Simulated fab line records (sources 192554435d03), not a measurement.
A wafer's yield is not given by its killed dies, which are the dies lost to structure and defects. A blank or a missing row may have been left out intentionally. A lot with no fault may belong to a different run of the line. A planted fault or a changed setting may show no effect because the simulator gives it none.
Chamber matching	flow n5 finfet	4 sister chambers for N5_BEOL_M5_ETCH_67 on rie diel-02
The step etches SiARC in CF4, target depth 15.6 nm, time 26 s. 4 wafers are shown with their chamber, then 10 later ones without.

WAFERS WITH THEIR CHAMBER
wafer	chamber	showerhead plenum p Torr (Torr)
L085.4	1	2.24
L088.6	0	2.25
L092.1	2	2.18
L092.2	3	2.06

WAFERS WHOSE CHAMBER IS MISSING
wafer	showerhead plenum p Torr (Torr)
L092.3	2.25
L092.4	2.23
L092.5	2.23
L092.6	2.25
L096.1	2.06
L096.2	2.25
L096.5	2.23
L093.2	2.23
L093.3	2.25
L093.6	2.18

WHICH CHAMBER EACH WENT THROUGH
wafer	from the rows above	in truth
L092.3	can't be placed: 0 or 1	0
L092.4	can't be placed: 1 or 0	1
L092.5	can't be placed: 1 or 0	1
L092.6	can't be placed: 0 or 1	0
L096.1	3	3
L096.2	can't be placed: 0 or 1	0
L096.5	can't be placed: 1 or 0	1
L093.2	can't be placed: 1 or 0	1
L093.3	can't be placed: 0 or 1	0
L093.6	2	2
Correct placement for 2 of the 10. Unplaceable from these rows: 8, with the true chamber sitting among the candidates in 8. Placed wrongly: 0.
How it was worked out, from the rows above alone: a wafer's distance from a chamber is the root of the sum, over the readings, of the square of ((its reading less the chamber's mean) divided by the reading's scatter). If the next closest chamber is less than 2 further off than the closest, the wafer can't be placed; otherwise it belongs to the closest. Each chamber's mean is taken over the wafers shown for it. The scatter (one wafer shown for each chamber): square how far every hidden wafer sits from the nearest shown wafer, average those squares and take the square root.
